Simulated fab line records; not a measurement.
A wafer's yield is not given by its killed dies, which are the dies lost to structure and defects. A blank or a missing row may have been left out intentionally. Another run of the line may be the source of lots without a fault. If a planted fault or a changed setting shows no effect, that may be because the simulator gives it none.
fab line records | flow nand_harc
[record] lots = 24 wafers = 72 last_day = 34
route steps=1302 shown A_STAIRCASE@674
lots with no fault: from the same line, run without faults
start_h: start of the lot's first displayed wafer, in hours after the record's first day | wait_h: hours since the lot's step before | " the same as in the row above | L1.1+2: a row that stands for several wafers | - no value present, or no start provided | * or withheld: withheld | < > ~ a bound
route shown NAME@n: a module of which the file shows steps, and the number in the route of the first | usual: mean/standard deviation of fault-free wafers | same: alike in all rows | chamber/n: place in a boat | sites: each site's reading | _std_site: the standard deviation of these | _edge_site: mean of outer sites minus mean of inner sites | radius_mm: for every site, how far away it sits from the centre of the wafer | mask NAME#n: copy n | behind: tool/chamber where the wafer was last shaped | hold: why the lot was held/for how many hours/how that ended | device: which transistor (n, p or np) failed to switch | end of line: at the end of the route, the tests of the same wafers | where a step has no rows: the recipe by itself | killed: at the first sort, the dies lost to defects and structure; wafer yield is something else | map: a wafer's dies, x killed, . not, _ none there
set.NAME: the run value of the setting; set.NAME@STEP: its run value at that earlier step | model.NAME: the simulator's own value behind a step, which no gauge read
steps of the route over a sample of lots; a table a step, a row a wafer
services: from which hour (start_h, from the record's first day; less than 0 if before it) a tool's chamber was out of use, for how many hours, and why
[[steps]]
[step NHARC_A_STAIRCASE_TRIM_18]
[recipe] time_s = 211.2 o2_flow_sccm = 500 ar_flow_sccm = 0 bias_w = 0 chemistry = O2
[usual] drypump_motor_current_A = 5.69/0.28 oes_product_au = 1.002/0.0074 rf_vpp_V = 57.8/0.89 showerhead_plenum_p_Torr = 3.47/0.14 throttle_valve_pct = 17.036/0.0092
// columns lot.wafer tool chamber start_h wait_h drypump_motor_current_A oes_product_au rf_hours_counter_h rf_vpp_V showerhead_plenum_p_Torr throttle_valve_pct
L074.2 rie_diel-10 0 - - 5.61 1.008 37 58.0 3.51 17.036
L074.5 " 2 " " 5.31 1.004 - 57.3 3.27 17.039
L074.6 " 3 " " 6.05 1.009 - 59.0 3.40 17.046
L075.1 rie_diel-13 0 - - 5.74 0.995 9 57.2 3.49 17.040
L075.2 " 2 " " 6.19 1.008 6 59.6 3.29 17.026
L075.5 " 0 " " 5.72 1.002 - 57.9 3.49 17.033
L076.4 rie_diel-13 0 - - 5.71 0.995 10 58.9 3.49 17.025
L076.1 " 1 " " 5.64 0.995 7 58.4 3.34 17.029
L076.3 " 3 " " 5.45 0.997 9 59.0 3.41 17.052
L077.4 rie_diel-10 2 - - 5.36 1.007 36 57.9 3.27 17.031
L077.1 " 1 " " 5.58 0.997 41 58.3 3.54 17.044
L077.5 " 2 " " 5.35 1.003 - 56.3 3.27 17.046
L078.1 rie_diel-10 3 - - 6.04 1.012 51 58.0 3.39 17.039
L078.2 " 1 " " 5.56 1.009 50 57.3 3.54 17.034
L078.5 " 3 " " 6.04 1.018 - 58.3 3.39 17.035
L079.2 rie_diel-10 2 - - 5.31 1.002 47 58.6 3.26 17.040
L079.5 " 0 " " 5.59 1.002 - 58.9 3.50 17.040
L079.6 " 1 " " 5.59 0.998 - 57.5 3.54 17.041
L080.2 rie_diel-10 1 - - 5.55 0.994 56 57.2 3.53 17.032
L080.1 " 3 " " 6.03 1.010 58 56.9 3.39 17.036
L080.5 " 0 " " 5.59 1.011 - 57.9 3.49 17.035
L081.2 rie_diel-13 3 - - 5.44 0.994 25 57.5 3.40 17.070
L081.1 " 1 " " 5.65 0.985 25 56.5 3.33 17.030
L081.4 " 1 " " 5.66 0.987 - 57.7 3.33 17.027
L083.2 rie_diel-10 2 - - 5.30 1.002 2 57.0 3.81 17.047
L083.5 " 3 " " 6.03 1.010 - 58.0 3.39 17.035
L083.6 " 1 " " 5.54 0.991 - 56.6 3.53 17.016
L082.2 rie_diel-11 2 - - 5.96 1.003 0 57.9 3.42 17.031
L082.3 " 1 " " 5.47 1.000 0 57.9 3.57 17.040
L082.5 " 3 " " 5.91 1.000 - 57.5 3.47 17.038
L084.1 rie_diel-10 3 - - 6.04 1.011 12 57.6 3.38 17.031
L084.3 " 0 " " 5.57 1.006 4 57.5 3.49 17.029
L084.5 " 0 " " 5.59 0.999 - 58.4 3.49 17.053
L086.4 rie_diel-13 1 - - 5.65 0.984 37 58.4 3.32 17.036
L086.5 " 3 " " 5.45 0.991 - 57.5 3.39 17.027
L086.6 " 0 " " 5.71 1.000 - 58.0 3.47 17.033
L085.1 rie_diel-13 3 - - 5.43 0.989 46 57.5 3.39 17.036
L085.2 " 0 " " 5.75 1.002 44 58.2 3.47 17.037
L085.6 " 3 " " 5.43 0.986 - 57.3 3.39 17.029
L089.3 rie_diel-13 2 - - 6.20 1.002 47 58.9 3.27 17.030
L089.5 " 2 " " 6.17 1.001 - 57.4 3.27 17.029
L089.6 " 3 " " 5.45 0.992 - 58.6 3.39 17.033
L088.1 rie_diel-10 1 - - 5.54 1.001 19 58.9 3.52 17.051
L088.3 " 2 " " 5.28 0.999 21 57.8 3.80 17.029
L088.6 " 0 " " 5.60 1.017 - 56.7 3.49 17.031
L087.1 rie_diel-10 1 - - 5.52 0.993 22 58.9 3.52 17.031
L087.3 " 0 " " 5.58 1.009 18 59.2 3.48 17.035
L087.5 " 2 " " 5.25 0.997 - 57.6 3.79 17.033
L090.1 rie_diel-10 3 - - 6.05 1.010 30 57.0 3.37 17.032
L090.3 " 1 " " 5.49 1.000 27 57.7 3.52 17.031
L090.5 " 3 " " 6.06 1.010 - 57.7 3.37 17.034
L091.3 rie_diel-10 0 - - 5.58 1.009 25 57.9 3.48 17.033
L091.1 " 2 " " 5.29 0.991 28 57.7 3.79 17.034
L091.6 " 0 " " 5.60 1.014 - 56.8 3.48 17.029
L093.1 rie_diel-10 1 - - 5.52 0.997 36 57.8 3.51 17.023
L093.4 " 2 " " 5.32 1.005 38 59.1 3.79 17.035
L093.6 " 0 " " 5.59 1.006 - 59.8 3.48 17.034
L092.3 rie_diel-10 0 - - 5.58 1.000 33 58.4 3.48 17.042
L092.4 " 1 " " 5.56 1.003 36 58.6 3.51 17.038
L092.6 " 1 " " 5.53 0.996 - 57.6 3.51 17.019
L094.3 rie_diel-10 1 - - 5.59 0.995 43 57.1 3.51 17.005
L094.4 " 2 " " 5.31 0.991 43 57.9 3.78 17.026
L094.1 " 3 " " 6.04 1.011 46 58.0 3.37 17.032
L095.1 rie_diel-10 2 - - 5.30 1.004 44 58.9 3.78 17.022
L095.4 " 3 " " 6.04 1.001 47 57.2 3.37 17.033
L095.5 " 2 " " 5.33 1.004 - 59.5 3.78 17.029
L097.4 rie_diel-11 3 - - 5.90 1.004 46 57.5 3.44 17.030
L097.2 " 2 " " 5.96 1.000 44 55.7 3.40 17.027
L097.5 " 3 " " 5.88 1.001 - 56.0 3.44 17.045
L096.3 rie_diel-13 0 - - 5.72 1.011 25 57.0 3.45 17.039
L096.2 " 2 " " 6.19 1.005 21 57.8 3.80 17.039
L096.5 " 1 " " 5.65 0.995 - 56.9 3.30 17.028
[step NHARC_A_STAIRCASE_ETCH_21]
[recipe] target_depth_a = 1000 time_s = 40.5 ion_energy_ev = 400 c4f8_flow_sccm = 20 o2_flow_sccm = 10 ar_flow_sccm = withheld rf_w = 600 bias_w = 1000 chemistry = C4F8/O2
[usual] oes_product_au = 0.951/0.018 rf_vpp_V = 894/5.5
// columns lot.wafer tool chamber start_h wait_h oes_product_au rf_hours_counter_h rf_vpp_V
L074.2 rie_diel-10 1 - - 0.954 34 897
L074.5 " 0 " " 0.964 - 895
L074.6 " 1 " " 0.951 - 897
L075.2 rie_diel-10 2 - - 0.952 36 886
L075.1 " 3 " " 0.945 38 892
L075.5 " 1 " " 0.947 - 895
L076.1 rie_diel-10 2 - - 0.944 36 884
L076.3 " 3 " " 0.951 38 891
L076.4 " 0 " " 0.946 45 895
L077.1 rie_diel-11 3 - - 0.962 28 895
L077.4 " 0 " " 0.929 33 887
L077.5 " 3 " " 0.948 - 895
L078.1 rie_diel-11 3 - - 0.969 37 895
L078.2 " 0 " " 0.956 44 886
L078.5 " 3 " " 0.958 - 893
L079.2 rie_diel-13 1 - - 0.959 18 888
L079.6 " 0 " " 0.966 - 894
L079.5 " 1 " " 0.959 - 889
L080.2 rie_diel-13 3 421.07 - 0.980 22 893
L080.1 " 1 " " 1.000 21 887
L080.5 " 3 " " 0.980 - 892
L081.1 rie_diel-13 3 - - 0.927 26 889
L081.2 " 1 " " 0.931 25 889
L081.4 " 3 " " 0.925 - 891
L083.2 rie_diel-10 3 - - 0.944 2 890
L083.6 " 1 " " 0.923 - 895
L083.5 " 2 " " 0.941 - 906
L082.2 rie_diel-11 1 - - 0.942 1 897
L082.3 " 2 " " 0.941 1 892
L082.5 " 3 " " 0.936 - 894
L084.3 rie_diel-10 0 - - 0.937 4 893
L084.1 " 3 " " 0.942 12 891
L084.5 " 0 " " 0.939 - 894
L086.4 rie_diel-10 3 - - 0.970 14 891
L086.5 " 3 " " 0.962 - 891
L086.6 " 0 " " 0.975 - 896
L085.2 rie_diel-10 2 - - 0.966 17 906
L085.1 " 3 " " 0.961 17 890
L085.6 " 2 " " 0.964 - 904
L088.1 rie_diel-10 2 - - 0.958 21 906
L088.3 " 3 " " 0.968 22 891
L088.6 " 2 " " 0.944 - 906
L089.3 rie_diel-13 2 - - 0.942 47 887
L089.6 " 3 " " 0.940 - 891
L089.5 " 2 " " 0.950 - 887
L087.3 rie_diel-13 2 - - 0.956 49 885
L087.1 " 3 " " 0.962 54 891
L087.5 " 3 " " 0.950 - 890
L090.3 rie_diel-10 3 - - 0.952 31 890
L090.1 " 1 " " 0.943 27 895
L090.5 " 3 " " 0.951 - 890
L091.1 rie_diel-11 3 - - 0.951 29 894
L091.3 " 0 " " 0.960 30 905
L091.6 " 0 " " 0.939 - 906
L093.4 rie_diel-11 2 - - 0.965 30 892
L093.1 " 0 " " 0.940 37 905
L093.6 " 1 " " 0.954 - 897
L092.4 rie_diel-10 2 - - 0.954 38 906
L092.3 " 3 " " 0.956 39 890
L092.6 " 3 " " 0.953 - 891
L094.1 rie_diel-10 1 - - 0.929 43 894
L094.4 " 3 " " 0.943 47 890
L094.3 " 0 " " 0.925 41 894
L095.1 rie_diel-10 0 - - 0.935 42 893
L095.4 " 1 " " 0.933 44 897
L095.5 " 2 " " 0.939 - 906
L097.2 rie_diel-10 0 - - 0.976 46 894
L097.4 " 1 " " 0.963 48 895
L097.5 " 0 " " 0.976 - 894
L096.2 rie_diel-11 3 - - 0.926 47 892
L096.3 " 0 " " 0.917 48 905
L096.5 " 1 " " 0.909 - 898
[step NHARC_A_STAIRCASE_ETCH_23]
[recipe] target_depth_a = 1000 time_s = 40.5 ion_energy_ev = 400 c4f8_flow_sccm = 20 o2_flow_sccm = 10 ar_flow_sccm = withheld rf_w = 600 bias_w = 1000 chemistry = C4F8/O2
[usual] oes_product_au = 0.945/0.013 rf_vpp_V = 894/5.4
// columns lot.wafer tool chamber start_h wait_h oes_product_au rf_hours_counter_h rf_vpp_V
L074.2 rie_diel-10 1 - - 0.959 34 896
L074.5 " 0 " " 0.943 - 895
L074.6 " 1 " " 0.955 - 897
L075.1 rie_diel-10 2 - - 0.937 36 886
L075.2 " 0 " " 0.945 45 895
L075.5 " 3 " " 0.945 - 891
L076.4 rie_diel-10 2 - - 0.949 37 886
L076.3 " 3 " " 0.949 39 892
L076.1 " 0 " " 0.943 45 896
L077.4 rie_diel-11 0 - - 0.925 33 886
L077.1 " 2 " " 0.924 31 892
L077.5 " 0 " " 0.919 - 887
L078.1 rie_diel-11 0 - - 0.944 44 887
L078.2 " 1 " " 0.955 45 896
L078.5 " 3 " " 0.942 - 894
L079.2 rie_diel-13 0 - - 0.953 19 895
L079.5 " 3 " " 0.943 - 892
L079.6 " 0 " " 0.961 - 895
L080.2 rie_diel-13 1 - - 0.951 21 889
L080.1 " 0 " " 0.950 22 895
L080.5 " 1 " " 0.947 - 889
L081.1 rie_diel-13 1 - - 0.933 25 889
L081.2 " 3 " " 0.934 26 890
L081.4 " 2 " " 0.937 - 887
L083.2 rie_diel-10 2 - - 0.929 4 905
L083.6 " 1 " " 0.926 - 896
L083.5 " 2 " " 0.938 - 905
L082.3 rie_diel-11 0 - - 0.928 1 905
L082.2 " 3 " " 0.944 1 893
L082.5 " 0 " " 0.937 - 906
L084.1 rie_diel-10 0 - - 0.956 5 895
L084.3 " 3 " " 0.953 12 892
L084.5 " 0 " " 0.947 - 895
L086.4 rie_diel-10 3 - - 0.960 14 890
L086.6 " 0 " " 0.964 - 894
L086.5 " 1 " " 0.970 - 896
L085.1 rie_diel-10 3 - - 0.961 17 889
L085.2 " 2 " " 0.972 17 906
L085.6 " 0 " " 0.961 - 895
L088.3 rie_diel-10 0 - - 0.955 16 894
L088.1 " 1 " " 0.931 20 896
L088.6 " 0 " " 0.957 - 895
L089.3 rie_diel-13 3 - - 0.941 53 891
L089.5 " 2 " " 0.938 - 886
L089.6 " 3 " " 0.944 - 891
L087.3 rie_diel-13 3 - - 0.944 55 892
L087.1 " 2 " " 0.948 50 887
L087.5 " 0 " " 0.936 - 894
L090.3 rie_diel-10 0 - - 0.949 25 894
L090.1 " 3 " " 0.952 31 891
L090.5 " 0 " " 0.949 - 895
L091.1 rie_diel-11 2 - - 0.937 23 892
L091.3 " 3 " " 0.953 29 894
L091.6 " 2 " " 0.939 - 891
L093.1 rie_diel-11 2 - - 0.959 30 892
L093.4 " 0 " " 0.930 37 905
L093.6 " 1 " " 0.934 - 895
L092.4 rie_diel-10 0 - - 0.937 33 893
L092.3 " 1 " " 0.938 37 897
L092.6 " 2 " " 0.950 - 907
L094.4 rie_diel-10 0 - - 0.932 42 893
L094.1 " 1 " " 0.936 43 896
L094.3 " 2 " " 0.941 44 905
L095.1 rie_diel-10 1 - - 0.939 44 898
L095.4 " 0 " " 0.944 42 893
L095.5 " 2 " " 0.949 - 905
L097.4 rie_diel-10 0 - - 0.976 46 894
L097.2 " 2 " " 0.957 48 905
L097.5 " 0 " " 0.977 - 895
L096.3 rie_diel-11 0 - - 0.933 49 905
L096.2 " 1 " " 0.933 35 897
L096.5 " 3 " " 0.920 - 892
[step NHARC_A_STAIRCASE_TRIM_24]
[recipe] time_s = 211.2 o2_flow_sccm = 500 ar_flow_sccm = 0 bias_w = 0 chemistry = O2
[usual] drypump_motor_current_A = 5.74/0.3 oes_product_au = 1.000/0.0083 rf_vpp_V = 57.7/1 showerhead_plenum_p_Torr = 3.49/0.15 throttle_valve_pct = 17.036/0.0081
// columns lot.wafer tool chamber start_h wait_h drypump_motor_current_A oes_product_au rf_hours_counter_h rf_vpp_V showerhead_plenum_p_Torr throttle_valve_pct
L074.2 rie_diel-10 3 - - 6.03 1.010 33 57.8 3.40 17.035
L074.6 " 2 " " 5.30 0.997 - 57.0 3.27 17.041
L074.5 " 3 " " 6.03 1.020 - 57.6 3.40 17.034
L075.2 rie_diel-10 1 - - 5.50 0.989 42 57.8 3.54 17.047
L075.1 " 3 " " 6.02 0.997 38 57.6 3.40 17.029
L075.5 " 0 " " 5.61 0.999 - 57.9 3.50 17.036
L076.1 rie_diel-10 0 - - 5.58 1.000 45 58.0 3.50 17.033
L076.4 " 1 " " 5.53 0.997 42 57.6 3.54 17.036
L076.3 " 2 " " 5.34 1.010 37 59.0 3.27 17.034
L077.4 rie_diel-11 1 - - 5.48 1.003 36 58.2 3.58 17.039
L077.1 " 3 " " 5.91 0.996 29 57.6 3.47 17.054
L077.5 " 1 " " 5.49 0.999 - 56.7 3.58 17.035
L078.2 rie_diel-11 0 - - 6.21 1.002 44 57.1 3.29 17.038
L078.1 " 1 " " 5.46 1.001 45 56.9 3.58 17.048
L078.5 " 3 " " 5.92 0.993 - 57.0 3.47 17.026
L079.2 rie_diel-13 2 - - 6.20 1.006 18 57.4 3.28 17.036
L079.5 " 3 " " 5.44 0.984 - 58.0 3.40 17.031
L079.6 " 0 " " 5.75 1.002 - 58.5 3.48 17.015
L080.2 rie_diel-11 3 421.47 - 5.90 1.000 43 56.9 3.47 17.023
L080.1 " 0 " " 6.25 0.985 52 58.1 3.28 17.027
L080.5 " 0 " " 6.21 0.983 - 57.4 3.28 17.044
L081.2 rie_diel-13 1 - - 5.63 1.003 25 58.1 3.33 17.028
L081.1 " 2 " " 6.20 1.001 25 59.3 3.28 17.034
L081.4 " 3 " " 5.44 0.993 - 57.0 3.40 17.045
L083.2 rie_diel-10 3 - - 6.06 1.018 4 57.0 3.39 17.030
L083.6 " 3 " " 6.04 1.013 - 59.3 3.39 17.041
L083.5 " 1 " " 5.58 1.001 - 58.2 3.53 17.050
L082.3 rie_diel-11 1 - - 5.45 0.998 1 58.0 3.57 17.038
L082.2 " 2 " " 5.92 1.002 1 56.8 3.42 17.041
L082.5 " 2 " " 5.92 0.994 - 57.3 3.42 17.020
L084.3 rie_diel-10 3 - - 6.05 1.000 12 57.3 3.38 17.048
L084.1 " 1 " " 5.51 0.994 9 57.5 3.53 17.042
L084.5 " 0 " " 5.61 1.009 - 58.0 3.49 17.042
L086.4 rie_diel-10 1 - - 5.54 1.000 12 57.9 3.53 17.047
L086.5 " 2 " " 5.32 1.014 - 60.0 3.80 17.046
L086.6 " 3 " " 6.04 1.017 - 57.1 3.38 17.019
L085.2 rie_diel-10 1 - - 5.57 1.003 15 58.0 3.53 17.033
L085.1 " 2 " " 5.27 1.009 17 59.6 3.80 17.029
L085.6 " 1 " " 5.57 0.998 - 58.4 3.52 17.023
L088.3 rie_diel-10 2 - - 5.34 1.007 21 58.9 3.80 17.022
L088.1 " 3 " " 6.05 0.998 23 57.3 3.38 17.034
L088.6 " 1 " " 5.51 0.997 - 60.0 3.52 17.038
L089.3 rie_diel-13 2 - - 6.19 1.000 48 57.4 3.27 17.037
L089.6 " 0 " " 5.76 0.989 - 57.3 3.47 17.036
L089.5 " 2 " " 6.21 0.999 - 58.0 3.27 17.044
L087.1 rie_diel-13 0 - - 5.75 0.990 52 57.3 3.47 17.031
L087.3 " 3 " " 5.45 0.984 55 57.4 3.38 17.033
L087.5 " 3 " " 5.44 0.985 - 58.6 3.38 17.034
L090.3 rie_diel-10 3 - - 6.03 1.014 31 56.3 3.37 17.046
L090.1 " 0 " " 5.60 1.006 25 57.2 3.48 17.041
L090.5 " 2 " " 5.28 1.001 - 56.7 3.79 17.044
L091.3 rie_diel-11 0 - - 6.24 0.986 30 58.8 3.79 17.044
L091.1 " 2 " " 5.96 1.001 23 57.5 3.41 17.025
L091.6 " 0 " " 6.24 0.994 - 60.0 3.79 17.033
L093.1 rie_diel-11 3 - - 5.89 1.009 36 58.0 3.45 17.045
L093.4 " 0 " " 6.21 0.985 37 57.5 3.79 17.049
L093.6 " 2 " " 5.96 1.003 - 58.1 3.41 17.040
L092.4 rie_diel-10 0 - - 5.60 1.014 33 57.8 3.48 17.035
L092.3 " 1 " " 5.55 1.004 37 58.5 3.51 17.035
L092.6 " 1 " " 5.48 0.987 - 56.2 3.51 17.027
L094.3 rie_diel-10 3 - - 6.04 1.011 47 57.3 3.37 17.037
L094.4 " 0 " " 5.59 1.009 42 57.5 3.47 17.031
L094.1 " 2 " " 5.32 1.006 44 57.9 3.78 17.037
L095.4 rie_diel-10 3 - - 6.05 1.011 48 57.0 3.37 17.035
L095.1 " 1 " " 5.51 0.996 44 58.2 3.51 17.051
L095.5 " 0 " " 5.58 1.005 - 57.6 3.47 17.039
L097.4 rie_diel-10 3 - - 6.05 1.008 51 55.1 3.36 17.030
L097.2 " 1 " " 5.54 0.998 48 58.1 3.51 17.039
L097.5 " 3 " " 6.06 1.010 - 56.0 3.36 17.039
L096.3 rie_diel-11 0 - - 6.19 0.988 49 59.2 3.78 17.040
L096.2 " 2 " " 5.95 0.992 45 56.1 3.40 17.032
L096.5 " 0 " " 6.21 0.993 - 59.8 3.78 17.042
[step NHARC_A_STAIRCASE_DESCUM_252]
[recipe] time_s = 3 o2_flow_sccm = 200 ar_flow_sccm = 0 bias_power_w = 0 chemistry = O2
[usual] drypump_motor_current_A = 5.78/0.29 oes_product_au = 0.995/0.0082 rf_vpp_V = 57.8/0.93 showerhead_plenum_p_Torr = 1.89/0.088 throttle_valve_pct = 11.311/0.0095
// columns lot.wafer tool chamber start_h wait_h drypump_motor_current_A oes_product_au rf_hours_counter_h rf_vpp_V showerhead_plenum_p_Torr throttle_valve_pct
L074.2 rie_diel-10 1 366.25 - 5.55 1.004 39 56.3 1.92 11.310
L074.6 " 1 " " 5.52 0.998 - 59.7 1.92 11.317
L074.5 " 2 " " 5.30 1.000 - 59.4 1.76 11.311
L075.1 rie_diel-11 1 380.13 - 5.48 0.988 38 58.4 1.94 11.317
L075.2 " 0 " " 6.21 0.987 37 56.9 1.78 11.307
L075.5 " 1 " " 5.49 0.988 - 59.0 1.94 11.317
L076.4 rie_diel-11 0 381.01 - 6.18 0.985 37 57.7 1.78 11.282
L076.1 " 1 " " 5.47 1.000 38 58.0 1.94 11.306
L076.3 " 2 " " 5.94 1.001 35 57.6 1.86 11.321
L077.1 rie_diel-11 2 381.76 - 5.95 0.991 35 58.6 1.86 11.302
L077.4 " 3 " " 5.88 0.994 32 58.5 1.88 11.294
L077.5 " 2 " " 5.94 0.987 - 56.9 1.86 11.306
L078.1 rie_diel-13 0 413.46 - 5.72 0.996 21 57.7 1.89 11.330
L078.2 " 1 " " 5.64 0.992 20 56.8 1.80 11.293
L078.5 " 3 " " 5.44 0.987 - 57.4 1.84 11.312
L079.2 rie_diel-13 1 415.00 - 5.65 0.987 20 56.7 1.80 11.301
L079.5 " 0 " " 5.73 1.004 - 58.0 1.89 11.309
L079.6 " 1 " " 5.63 0.998 - 57.1 1.80 11.317
L080.1 rie_diel-11 3 431.32 - 5.89 1.002 45 57.6 1.88 11.296
L080.2 " 0 " " 6.18 0.983 54 58.3 1.77 11.308
L080.5 " 3 " " 5.88 0.990 - 58.3 1.88 11.336
L081.2 rie_diel-13 0 447.59 - 5.72 0.999 30 57.5 1.88 11.310
L081.1 " 2 " " 6.18 1.003 30 57.3 1.77 11.296
L081.4 " 3 " " 5.46 0.996 31 56.6 1.84 11.310
L083.2 rie_diel-11 3 457.19 - 5.89 0.996 7 57.5 1.87 11.311
L083.6 " 2 " " 5.96 0.995 - 58.6 1.85 11.300
L083.5 " 3 " " 5.90 0.998 - 58.1 1.88 11.324
L082.2 rie_diel-10 1 458.95 - 5.53 0.998 11 57.9 1.91 11.317
L082.3 " 3 " " 6.05 1.011 13 56.0 1.83 11.306
L082.5 " 2 " " 5.36 1.008 - 58.5 2.07 11.317
L084.1 rie_diel-13 1 466.29 - 5.64 0.990 39 57.8 1.79 11.316
L084.3 " 3 " " 5.43 0.992 42 56.3 1.83 11.311
L084.5 " 1 " " 5.64 0.994 - 56.5 1.79 11.313
L086.4 rie_diel-10 2 471.48 - 5.28 0.999 16 59.1 2.07 11.317
L086.5 " 0 " " 5.59 1.005 - 58.5 1.89 11.314
L086.6 " 1 " " 5.50 0.996 - 58.6 1.91 11.294
L085.1 rie_diel-13 2 483.16 - 6.19 0.999 43 57.3 1.76 11.311
L085.2 " 0 " " 5.75 0.988 46 58.4 1.88 11.319
L085.6 " 2 " " 6.19 1.000 - 57.1 1.76 11.296
L088.3 rie_diel-13 0 506.46 - 5.71 0.993 55 58.3 1.88 11.310
L088.1 " 2 " " 6.16 0.998 52 56.8 1.76 11.311
L088.6 " 3 " " 5.43 0.983 - 58.6 1.83 11.304
L089.3 rie_diel-11 1 507.19 - 5.47 0.993 18 57.1 1.93 11.292
L089.5 " 0 " " 6.20 0.987 - 58.9 2.07 11.303
L089.6 " 1 " " 5.46 0.991 - 58.6 1.93 11.308
L087.3 rie_diel-11 1 511.93 - 5.47 0.984 19 56.1 1.93 11.293
L087.1 " 2 " " 5.94 0.996 18 57.6 1.85 11.327
L087.5 " 0 " " 6.21 0.998 - 59.7 2.07 11.309
L091.3 rie_diel-13 0 536.71 - 5.73 1.012 5 57.1 1.87 11.314
L091.1 " 2 " " 6.20 1.015 8 58.6 2.07 11.303
L091.6 " 0 " " 5.73 1.011 - 59.3 1.87 11.333
L090.1 rie_diel-13 2 537.41 - 6.20 1.001 8 57.5 2.07 11.322
L090.3 " 3 " " 5.43 0.997 5 56.9 1.83 11.310
L090.5 " 3 " " 5.47 1.001 - 57.3 1.83 11.323
L093.4 rie_diel-11 0 545.43 - 6.17 0.994 40 59.0 2.06 11.301
L093.1 " 1 " " 5.50 1.002 23 57.6 1.93 11.303
L093.6 " 1 " " 5.49 0.985 - 58.1 1.93 11.299
L092.3 rie_diel-10 2 545.96 - 5.34 1.005 41 58.4 2.06 11.325
L092.4 " 3 " " 6.04 1.012 45 59.1 1.82 11.320
L092.6 " 1 " " 5.54 1.012 - 57.6 1.90 11.305
L094.4 rie_diel-11 1 579.05 - 5.47 0.988 33 57.9 1.93 11.300
L094.1 " 3 " " 5.87 0.987 45 57.3 1.86 11.316
L094.3 " 0 " " 6.21 0.983 46 59.3 2.06 11.321
L095.4 rie_diel-11 3 579.87 - 5.91 0.995 45 58.6 1.86 11.314
L095.1 " 0 " " 6.21 0.996 46 58.5 2.06 11.330
L095.5 " 3 " " 5.90 0.995 - 58.6 1.86 11.318
L097.2 rie_diel-11 0 598.62 - 6.23 0.980 50 57.3 2.06 11.322
L097.4 " 2 " " 5.89 0.983 45 57.4 1.84 11.312
L097.5 " 0 " " 6.20 0.985 - 57.6 2.06 11.312
L096.2 rie_diel-11 1 604.58 - 5.46 0.993 38 56.0 1.93 11.311
L096.3 " 3 " " 5.91 1.008 52 56.9 1.86 11.316
L096.5 " 2 " " 5.94 0.987 - 57.2 1.84 11.308
[step NHARC_A_STAIRCASE_DEP_259]
[recipe] target_thk_a = 300 target_thk_nm = 30 temp_c = 400 pressure_torr = 3.5 flow_sccm = 200 rf_w = 350 material = SiON
[usual] heater_power_w = 720/68 susceptor_temp_C = 399.98/0.22
// columns lot.wafer tool chamber start_h wait_h heater_power_w susceptor_temp_C
L074.2 pecvd-01 2 369.46 1.3 729 400.35
L074.6 " 1 " " 749 400.37
L074.5 " 0 " " 676 400.28
L075.2 pecvd-02 1 384.86 1.2 781 399.69
L075.1 " 0 " " 756 399.89
L075.5 " 0 " " 742 400.34
L076.3 pecvd-02 2 389.16 0.9 740 399.49
L076.1 " 1 " " 759 399.80
L076.4 " 2 " " 764 399.99
L077.1 pecvd-04 0 391.01 1.6 621 400.03
L077.4 " 0 " " 625 400.01
L077.5 " 1 " " 604 399.51
L078.1 pecvd-01 1 416.35 1.6 745 399.99
L078.2 " 2 " " 787 399.78
L078.5 " 0 " " 714 400.16
L079.2 pecvd-01 1 418.23 1.3 662 400.16
L079.5 " 0 " " 774 399.49
L079.6 " 1 " " 666 399.88
L080.2 pecvd-02 0 439.46 1.7 849 399.67
L080.1 " 2 " " 611 399.96
L080.5 " 2 " " 619 399.92
L081.2 pecvd-01 2 450.75 1.3 751 400.10
L081.1 " 0 " " 762 400.17
L081.4 " 0 " " 758 399.67
L083.2 pecvd-02 0 461.10 1.3 820 399.92
L083.6 " 1 " " 795 399.85
L083.5 " 2 " " 704 400.27
L082.3 pecvd-02 0 462.08 0.9 816 399.70
L082.2 " 1 " " 680 399.84
L082.5 " 0 " " 823 399.97
L084.1 pecvd-02 2 472.70 1.6 696 400.18
L084.3 " 0 " " 794 400.10
L084.5 " 1 " " 738 399.82
L086.4 pecvd-04 2 478.45 0.7 774 399.91
L086.5 " 0 " " 628 400.11
L086.6 " 1 " " 590 399.67
L085.2 pecvd-01 2 486.31 1.3 828 399.79
L085.1 " 0 " " 694 399.85
L085.6 " 2 " " 822 399.90
L088.3 pecvd-04 2 510.47 1.4 766 400.04
L088.1 " 0 " " 683 399.86
L088.6 " 2 " " 767 400.19
L089.3 pecvd-02 0 510.47 1.2 834 399.90
L089.5 " 2 " " 733 400.02
L089.6 " 0 " " 867 400.22
L087.1 pecvd-02 0 514.80 1.6 821 400.25
L087.3 " 1 " " 795 400.08
L087.5 " 2 " " 610 399.82
L091.3 pecvd-02 1 539.88 1.0 768 400.03
L091.1 " 2 " " 720 400.02
L091.6 " 0 " " 732 400.32
L090.3 pecvd-04 1 542.33 0.9 667 399.98
L090.1 " 2 " " 707 399.96
L090.5 " 0 " " 647 399.91
L093.1 pecvd-01 0 552.69 1.5 667 399.84
L093.6 " 0 " " 680 400.05
L093.4 " 1 " " 693 400.08
L092.3 pecvd-04 1 553.04 1.0 630 399.92
L092.6 " 2 " " 683 399.90
L092.4 " 1 " " 655 399.65
L094.1 pecvd-02 2 581.95 1.6 637 400.00
L094.3 " 0 " " 762 399.82
L094.4 " 0 " " 742 399.94
L095.1 pecvd-02 1 584.07 1.6 690 400.29
L095.5 " 2 " " 747 400.12
L095.4 " 0 " " 789 400.03
L097.2 pecvd-04 0 601.96 1.4 681 399.77
L097.5 " 2 " " 749 400.27
L097.4 " 0 " " 669 399.88
L096.2 pecvd-04 0 613.36 1.2 711 400.28
L096.3 " 2 " " 682 399.97
L096.5 " 1 " " 554 399.91
[[services]]
// columns tool chamber start_h hours kind
rie_diel-13 - 342.02 9.0 pm
rie_diel-10 0 351.41 - clean
rie_diel-10 1 351.41 - clean
rie_diel-10 2 351.41 - clean
rie_diel-10 3 360.61 7.2 repair
pecvd-01 - 381.54 2.4 repair
pecvd-02 - 408.41 13.0 pm
rie_diel-10 - 420.98 9.0 pm
rie_diel-13 0 428.43 10.0 repair
rie_diel-11 - 435.73 9.0 pm
rie_diel-10 1 447.44 2.5 repair
pecvd-04 - 450.06 13.0 pm
rie_diel-13 1 490.52 16.3 repair
pecvd-01 - 492.45 13.0 pm
rie_diel-11 1 513.47 17.3 repair
pecvd-01 - 516.96 1.6 repair
rie_diel-13 - 519.02 9.0 pm
rie_diel-13 1 533.64 5.1 repair
rie_diel-10 - 552.61 1.2 repair
pecvd-02 - 554.52 0.4 repair
pecvd-02 - 589.41 13.0 pm
rie_diel-10 - 597.98 9.0 pm
pecvd-02 - 604.92 1.7 repair
rie_diel-11 - 612.78 9.0 pm
[[key]]
fault none
